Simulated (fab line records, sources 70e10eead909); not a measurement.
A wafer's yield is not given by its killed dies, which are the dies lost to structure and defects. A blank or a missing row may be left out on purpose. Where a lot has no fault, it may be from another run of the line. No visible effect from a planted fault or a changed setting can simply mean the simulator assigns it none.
A lot that was struck, set against a sound lot :: flow nand harc :: 13 steps out of a route of 1302
Sound: these wafers, L222.4, L222.5, L222.6. Wafers struck: L212.3, L212.4, L212.6. Last of all comes the cause.
At each step with rows: each side's tool, then ch and its chambers, then its first start. Under that, the readings that differ: sound wafers :: struck wafers :: difference of the means :: sigmas: that difference in standard deviations of wafers without a fault.
alike: readings whose means differ by less than 2 such deviations, and words and numbers that are the same on both sides. not compared: withheld readings, readings that some wafer has no value for, bounds like >300 that may hide the same value, and numbers for which the record gives no deviation and whose values overlap.
Wherever a step has rows on one side only, a row that says differs or no value, or a row with sigmas, the two part there. Non-overlapping numbers with no deviation appear without sigmas and do not part them. Lack of a reading on every wafer of one side parts them only where that side has two or more wafers.

NHARC_A_CHANNEL_FILL_D1_ALD_16: deposits SiO2, target thk 1.5 nm, pulse time 10 s, ald cycles 15.
  sound on ald hk-02 ch 1,2,3, day 18 13:14; struck on ald hk-01 ch 0,2,3, day 14 01:44
  alike: heater power w, precursor pulse height rel
then, 3 steps without rows for these wafers: NHARC_A_CHANNEL_FILL_D1_ANNEAL_17 (time 1800 s); NHARC_A_CHANNEL_FILL_D1_CVD_18 (deposits poly-Si, target thk 3 nm); NHARC_A_CHANNEL_FILL_D1_ETCHBACK_19 (etches the open film in HBr/Cl2, target depth 5 nm, time 1.7 s).
NHARC_A_CHANNEL_FILL_D1_ETCHBACK_20: etches the open film in C4F8/O2/Ar, target depth 27 nm, time 13.5 s.
  sound on rie diel-10 ch 0,1,2, day 19 01:24; struck on rie diel-10 ch 0,1, day 14 14:00
reading: oes product au (a.u.)
sound: 1.02 1.00 1.01
struck: 0.92 0.92 0.92
difference: -0.09
sigmas: -2
  alike: bias w, chamber pressure mTorr, rf vpp V
  not compared: rf hours counter h
NHARC_A_CHANNEL_FILL_D1_STRIP_28: strips in O2, time 20 s.
  sound on rie diel-10 ch 0,1,2, day 19 01:29; struck on rie diel-10 ch 0,2, day 14 14:06
  alike: drypump motor current A, oes product au, rf vpp V, showerhead plenum p Torr, throttle valve pct
  not compared: rf hours counter h
then, 4 steps without rows for these wafers: NHARC_A_CHANNEL_FILL_D1_PRECLEAN_21 (cleans in dHF, time 30 s); NHARC_A_CHANNEL_FILL_D1_SRD_23; NHARC_A_CHANNEL_FILL_D1_CVD_05 (deposits poly-Si, target thk 5 nm); NHARC_A_CHANNEL_FILL_D1_ANNEAL_22 (time 7200 s).
NHARC_A_CHANNEL_FILL_D1_ALD_25: deposits SiOx, target thk 60 nm, pulse time 10 s, ald cycles 600.
  sound on ald hk-04 ch 1,2,3, day 19 14:41; struck on ald hk-02 ch 0,1,2, day 14 23:22
  alike: heater power w, precursor pulse height rel
NHARC_A_CHANNEL_FILL_D1_ETCHBACK_08: etches the open film in C4F8, target depth 220 nm, time 110 s.
  sound on rie diel-13 ch 1,2,3, day 19 19:05; struck on rie diel-10 ch 0,1,3, day 15 04:58
  no value came back on the struck wafers for chamber pressure mTorr (mTorr), oes product au (a.u.), rf vpp V (V); on the sound wafers chamber pressure mTorr (mTorr) reads 25.001 25.016 24.983
  not compared: rf hours counter h
NHARC_A_CHANNEL_FILL_D1_STRIP_29: strips in O2, time 20 s.
  sound on rie diel-13 ch 0,1,2; struck on rie diel-10 ch 0,1,2, day 15 05:05
  alike: drypump motor current A, oes product au, rf vpp V, showerhead plenum p Torr, throttle valve pct
  not compared: rf hours counter h

## WHERE THEY PART
At NHARC_A_CHANNEL_FILL_D1_ETCHBACK_20 first; at NHARC_A_CHANNEL_FILL_D1_ETCHBACK_08 last (within this record only). Later steps at which nothing parts them and some readings are alike: NHARC_A_CHANNEL_FILL_D1_STRIP_29.

WHY: what had been put in by the simulator
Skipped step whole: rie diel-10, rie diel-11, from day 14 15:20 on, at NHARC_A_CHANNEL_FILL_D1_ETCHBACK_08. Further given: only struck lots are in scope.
